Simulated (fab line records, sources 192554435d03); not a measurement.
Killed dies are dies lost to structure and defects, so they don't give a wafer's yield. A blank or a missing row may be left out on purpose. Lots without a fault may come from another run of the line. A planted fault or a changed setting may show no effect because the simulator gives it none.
fab line records | flow n5_finfet
record lots=5 wafers=15 last_day=18
route steps=1938 shown BEOL_M12@1636
lots that met no fault: from a run of the same line without faults
start_h: hours from the record's first day to the start of the lot's first wafer shown | wait_h: hours since the lot's step before | " the same as in the row above | L1.1+2: a row that stands for several wafers | - no value, or no start given | * or withheld: withheld | < > ~ a bound
route shown NAME@n: a module of which the file shows steps, and the number in the route of the first | usual: mean/standard deviation of fault-free wafers | same: alike in all rows | chamber/n: place in a boat | sites: the reading at each site | _std_site: their standard deviation | _edge_site: outer sites' mean less inner sites' | radius_mm: how far each site lies from the wafer's centre | mask NAME#n: copy n | behind: the tool/chamber that last shaped the wafer | hold: why the lot was held/for how many hours/how that ended | device: the transistor (n, p or np) that didn't switch | end of line: the same wafers' tests at the end of the route | a step without rows: its recipe alone | killed: dies lost to structure and defects at the first sort, not the wafer's yield | map: a wafer's dies, x killed, . not, _ none there
set.NAME: the setting as run; set.NAME@STEP: as run at that earlier step | model.NAME: the simulator's own value behind a step, which no gauge read
lots at some steps of the route; a table a step, a row a wafer
services: from which hour (start_h, from the record's first day; less than 0 if before it) a tool's chamber was out of use, for how many hours, and why
## steps
# step N5_BEOL_M12_ETCH_67
# recipe chemistry=CF4 target=SiARC target_depth_a=1430 time_s=238.3 ion_energy_ev=80 pressure_mtorr=40 source_w=545 bias_w=36 Ar_flow_sccm=100 cf4_flow_sccm=100 ends=cleared
# usual chamber_pressure_mTorr=40.00/0.038 drypump_motor_current_A=5.9/0.56 etch_rf_on_time_s=238/5.5 oes_product_au=0.68/0.078 rf_vpp_V=184.4/1.3 showerhead_plenum_p_Torr=2.18/0.077 throttle_valve_pct=15.53/0.23
# columns lot.wafer tool chamber start_h wait_h chamber_pressure_mTorr drypump_motor_current_A etch_rf_on_time_s oes_product_au rf_hours_counter_h rf_vpp_V showerhead_plenum_p_Torr throttle_valve_pct
L080.2 rie_diel-05 0 297.06 0.0 40.04 5.6 236 0.79 29 184.5 2.19 15.56
L080.5 " 2 " " 39.96 5.6 241 0.59 - 184.2 2.20 15.88
L080.6 " 3 " " 39.99 6.2 231 0.81 - 186.9 2.28 15.23
L092.1 rie_diel-02 1 354.66 0.0 40.01 6.5 241 0.70 84 185.0 2.25 15.38
L092.2 " 3 " " 40.01 6.0 232 0.72 87 185.9 2.27 15.76
L092.3 " 2 " " 39.96 5.6 235 0.65 144 184.3 2.13 15.62
L091.2 rie_diel-05 0 357.43 0.0 40.03 5.6 237 0.75 54 183.8 2.18 15.63
L091.3 " 1 " " 39.98 6.5 237 0.78 14 183.5 2.09 14.92
L091.4 " 3 " " 40.04 6.2 233 0.75 - 185.2 2.27 15.28
L093.1 rie_diel-02 1 358.05 0.0 40.02 6.5 236 0.70 85 185.6 2.25 15.38
L093.3 " 2 " " 39.98 5.6 230 0.66 145 184.0 2.13 15.64
L093.6 " 0 " " 39.94 6.3 241 0.80 - 185.9 2.20 14.99
L097.1 rie_diel-02 3 386.17 0.0 39.98 6.0 231 0.70 99 185.6 2.26 15.78
L097.2 " 0 " " 40.00 6.2 242 0.78 12 186.9 2.19 15.02
L097.3 " 2 " " 39.97 5.7 236 0.63 155 183.6 2.13 15.63
# step N5_BEOL_M12_ETCH_68
# recipe chemistry=N2/H2 target=SOC mask_material=SiARC source_w=3000 bias_w=350 temp_c=40 time_s=285 ion_energy_ev=200 pressure_mtorr=30 n2_flow_sccm=200 h2_flow_sccm=200
# usual chamber_pressure_mTorr=30.001/0.029 drypump_motor_current_A=5.9/0.56 oes_product_au=0.80/0.091 rf_vpp_V=525.0/2.6 showerhead_plenum_p_Torr=2.59/0.091 throttle_valve_pct=17.70/0.27
# columns lot.wafer tool chamber start_h wait_h chamber_pressure_mTorr drypump_motor_current_A oes_product_au rf_hours_counter_h rf_vpp_V showerhead_plenum_p_Torr throttle_valve_pct
L080.2 rie_diel-05 0 297.20 0.1 30.013 5.6 0.93 29 525.1 2.58 17.66
L080.5 " 2 " " 29.983 5.6 0.68 - 526.1 2.62 18.09
L080.6 " 3 " " 29.997 6.2 0.94 - 527.7 2.70 17.44
L092.1 rie_diel-02 1 354.80 0.1 29.988 6.5 0.82 84 529.0 2.68 17.49
L092.2 " 3 " " 30.053 6.0 0.84 88 527.5 2.67 17.73
L092.3 " 2 " " 30.003 5.7 0.75 144 524.6 2.56 18.04
L091.2 rie_diel-05 0 357.58 0.1 29.997 5.7 0.89 55 525.2 2.57 17.71
L091.3 " 1 " " 29.948 6.5 0.92 14 521.7 2.51 17.14
L091.4 " 3 " " 30.041 6.2 0.87 - 527.6 2.69 17.47
L093.1 rie_diel-02 1 358.19 0.1 30.031 6.5 0.82 86 527.3 2.68 17.51
L093.3 " 2 " " 30.007 5.7 0.76 145 523.6 2.56 18.04
L093.6 " 0 " " 29.969 6.3 0.93 - 526.4 2.60 17.04
L097.1 rie_diel-02 3 386.32 0.1 29.956 6.0 0.83 99 526.5 2.66 17.74
L097.2 " 0 " " 30.016 6.2 0.91 13 525.8 2.59 17.07
L097.3 " 2 " " 30.014 5.7 0.74 155 523.1 2.55 18.05
# step N5_BEOL_M12_STRIP_69
# recipe chemistry=N2/H2 temp_c=40 n2_flow_sccm=200 h2_flow_sccm=200 rf_frequency_hz=6e+07
# columns lot.wafer tool chamber start_h wait_h
L080.2+5+6 rie_diel-05 0,2,3 297.38 0.1
L092.1+2+3 rie_diel-02 1,3,2 354.98 0.1
L091.2+3+4 rie_diel-05 0,1,3 357.75 0.1
L093.1+3+6 rie_diel-02 1,2,0 358.37 0.1
L097.1+2+3 rie_diel-02 3,0,2 386.49 0.1
# step N5_BEOL_M12_TRENCH_ETCH_34
# recipe chemistry=C4F8/O2/Ar target=SiOC target_depth_a=3189.5 mask_material=SOC pressure_mtorr=30 source_w=3000 bias_w=700 Ar_flow_sccm=400 C4F8_flow_sccm=15 O2_flow_sccm=8 he_inner_torr=15 he_outer_torr=30 time_s=125.5 ion_energy_ev=250
# usual chamber_pressure_mTorr=29.997/0.026 drypump_motor_current_A=5.9/0.55 oes_product_au=0.80/0.09 rf_vpp_V=667/3.3 showerhead_plenum_p_Torr=3.47/0.12 throttle_valve_pct=24.12/0.28
# columns lot.wafer tool chamber start_h wait_h chamber_pressure_mTorr drypump_motor_current_A oes_product_au rf_hours_counter_h rf_vpp_V showerhead_plenum_p_Torr throttle_valve_pct
L080.2 rie_diel-05 0 297.39 0.0 30.032 5.6 0.92 29 668 3.50 24.31
L080.5 " 2 " " 29.968 5.6 0.68 - 668 3.53 24.57
L080.6 " 3 " " 29.973 6.2 0.92 - 671 3.62 23.89
L092.1 rie_diel-02 1 354.99 0.0 30.009 6.6 0.82 84 670 3.58 23.88
L092.2 " 3 " " 29.986 6.0 0.83 88 669 3.61 24.40
L092.3 " 2 " " 30.020 5.7 0.75 144 666 3.39 24.16
L091.2 rie_diel-05 0 357.76 0.0 30.025 5.6 0.90 55 666 3.48 24.37
L091.3 " 1 " " 30.038 6.5 0.92 14 663 3.34 23.44
L091.4 " 3 " " 30.043 6.2 0.87 - 671 3.61 23.92
L093.1 rie_diel-02 1 358.38 0.0 29.996 6.5 0.83 86 670 3.58 23.89
L093.3 " 2 " " 29.977 5.6 0.76 146 666 3.39 24.14
L093.6 " 0 " " 30.033 6.3 0.92 - 667 3.49 23.50
L097.1 rie_diel-02 3 386.50 0.0 30.038 6.0 0.82 99 671 3.60 24.42
L097.2 " 0 " " 29.998 6.3 0.91 13 668 3.48 23.50
L097.3 " 2 " " 29.950 5.6 0.73 155 666 3.39 24.18
# step N5_BEOL_M12_STRIP_70
# recipe chemistry=C4F8/O2/Ar resist=SiARC rf_frequency_hz=6e+07
# columns lot.wafer tool chamber start_h wait_h
L080.2+5+6 rie_diel-05 0,2,3 297.50 0.1
L092.1+2+3 rie_diel-02 1,3,2 355.10 0.1
L091.2+3+4 rie_diel-05 0,1,3 357.87 0.1
L093.1+3+6 rie_diel-02 1,2,0 358.49 0.1
L097.1+2+3 rie_diel-02 3,0,2 386.61 0.1
# step N5_BEOL_M12_OCD_MEAS_35
# usual trench_depth_nm=319/5.5
# columns lot.wafer tool chamber start_h wait_h trench_depth_nm
L080.2 ocd-01 - 297.54 0.0 321
L080.5 " - " " 311
L080.6 " - " " 318
L092.1 ocd-01 - 355.14 0.0 317
L092.2 " - " " 323
L092.3 " - " " 318
L091.2 ocd-01 - 357.92 0.0 330
L091.3 " - " " 327
L091.4 " - " " 320
L093.1 ocd-02 - 358.53 0.0 318
L093.3 " - " " 320
L093.6 " - " " 311
L097.1 ocd-02 - 386.65 0.0 321
L097.2 " - " " 313
L097.3 " - " " 315
# step N5_BEOL_M12_STRIP_37
# recipe chemistry=N2/H2 power_w=1000 temp_c=250 h2_frac=0.65 overash_fraction=0.3 pressure_mtorr=withheld n2_flow_sccm=1750 h2_flow_sccm=3250
# usual drypump_motor_current_A=5.7/0.55 heater_power_w=314/16 oes_product_au=0.791/0.0098
# columns lot.wafer tool chamber start_h wait_h drypump_motor_current_A heater_power_w oes_product_au rf_hours_counter_h
L080.2 plasma_asher-01 1 297.58 0.0 6.3 306 0.798 124
L080.5 " 0 " " 5.3 340 0.793 -
L080.6 " 1 " " 6.3 311 0.795 -
L092.1 plasma_asher-01 0 355.18 0.0 5.3 334 0.800 131
L092.2 " 1 " " 6.3 300 0.782 131
L092.3 " 1 " " 6.3 298 0.804 -
L091.2 plasma_asher-02 1 357.95 0.0 4.9 311 0.789 102
L091.3 " 1 " " 4.9 311 0.777 -
L091.4 " 0 " " 6.1 311 0.789 -
L093.1 plasma_asher-01 0 358.57 0.0 5.2 340 0.795 133
L093.3 " 0 " " 5.3 351 0.786 -
L093.6 " 1 " " 6.3 300 0.784 -
L097.1 plasma_asher-02 1 386.69 0.0 4.9 299 0.786 109
L097.2 " 0 " " 6.1 314 0.779 109
L097.3 " 1 " " 5.0 316 0.786 -
# step N5_BEOL_M12_ETCH_38
# recipe chemistry=CF4/N2 target=SiCN target_depth_a=687 taper_deg=2 time_s=73.4 ion_energy_ev=150 mask_material=SiO2 pressure_mtorr=40 source_w=430 bias_w=70 Ar_flow_sccm=100 cf4_flow_sccm=60 n2_flow_sccm=60
# usual chamber_pressure_mTorr=40.00/0.034 drypump_motor_current_A=6.0/0.53 oes_product_au=0.80/0.093 rf_vpp_V=383.3/1.8 showerhead_plenum_p_Torr=2.25/0.074 throttle_valve_pct=15.35/0.25
# columns lot.wafer tool chamber start_h wait_h chamber_pressure_mTorr drypump_motor_current_A oes_product_au rf_hours_counter_h rf_vpp_V showerhead_plenum_p_Torr throttle_valve_pct
L080.2 rie_diel-05 3 303.65 - 39.96 6.2 0.93 21 385.2 2.34 15.05
L080.5 " 0 " " 39.99 5.6 0.92 - 383.6 2.25 15.38
L080.6 " 3 " " 40.02 6.2 0.93 - 386.1 2.34 15.05
L092.1 rie_diel-05 3 355.30 - 39.96 6.2 0.90 42 384.8 2.33 15.09
L092.2 " 0 " " 39.95 5.6 0.88 53 384.0 2.24 15.43
L092.3 " 1 " " 40.02 6.5 0.93 13 382.3 2.16 14.77
L091.2 rie_diel-05 3 360.15 - 40.00 6.2 0.88 44 386.4 2.33 15.10
L091.3 " 1 " " 40.01 6.5 0.91 14 381.8 2.16 14.78
L091.4 " 0 " " 40.02 5.6 0.87 - 383.7 2.24 15.43
L093.1 rie_diel-01 0 365.39 - 40.03 6.8 0.67 239 382.2 2.18 15.69
L093.3 " 3 " " 40.03 5.1 0.78 114 381.7 2.15 15.32
L093.6 " 3 " " 40.00 5.1 0.78 - 381.3 2.15 15.32
L097.1 rie_diel-05 0 393.07 - 39.99 5.7 0.87 65 381.0 2.24 15.43
L097.2 " 3 " " 40.02 6.3 0.87 53 385.5 2.33 15.12
L097.3 " 2 " " 40.02 5.6 0.92 8 382.4 2.26 15.27
# step N5_BEOL_M12_PRECLEAN_39
# recipe chemistry=residue_remover time_s=60 temp_c=40
# columns lot.wafer tool chamber start_h wait_h
L080.2+5+6 wet_bench-04 2,4,3 303.81 0.1
L092.1+2+3 wet_bench-04 5,4,3 355.43 0.1
L091.2+3+4 wet_bench-02 3,7,5 360.28 0.1
L093.1+3+6 wet_bench-06 6,1,0 365.52 0.1
L097.1+2+3 wet_bench-06 5,0,7 393.20 0.1
# step N5_BEOL_M12_SRD_40
# recipe time_s=30 temp_c=23 rinse_liquid=diw dry=n2_spin spin_rpm=1500 dry_time_s=30
# columns lot.wafer tool chamber start_h wait_h
L080.2+5+6 wet_bench-04 2,4,3 303.83 0.0
L092.1+2+3 wet_bench-04 5,4,3 355.45 0.0
L091.2+3+4 wet_bench-02 3,7,5 360.30 0.0
L093.1+3+6 wet_bench-06 6,1,0 365.54 0.0
L097.1+2+3 wet_bench-06 5,0,7 393.22 0.0
## services
# columns tool chamber start_h hours kind
plasma_asher-02 - 282.11 5.9 repair
rie_diel-05 1 297.02 - clean
rie_diel-05 1 297.02 - consumable_replace:focus_ring
rie_diel-05 1 297.02 22.1 scheduled_down
rie_diel-05 1 297.02 22.1 vent_cycle
plasma_asher-01 - 300.45 15.6 pm
rie_diel-02 2 306.72 4.8 repair
rie_diel-02 0 313.32 - clean
rie_diel-02 0 313.32 - consumable_replace:focus_ring
rie_diel-02 0 313.32 30.2 scheduled_down
rie_diel-02 0 313.32 30.2 vent_cycle
rie_diel-02 3 317.48 4.5 repair
plasma_asher-01 - 324.79 3.4 repair
rie_diel-02 3 329.20 11.3 repair
rie_diel-02 2 332.84 7.0 repair
rie_diel-01 3 344.13 12.7 repair
rie_diel-05 2 350.55 - clean
rie_diel-05 2 350.55 - consumable_replace:focus_ring
rie_diel-05 2 350.55 14.7 scheduled_down
rie_diel-05 2 350.55 14.7 vent_cycle
plasma_asher-02 - 351.47 2.8 repair
plasma_asher-01 - 377.68 4.9 repair
rie_diel-02 0 379.82 4.5 repair
rie_diel-05 1 389.81 22.9 repair
## key
fault none
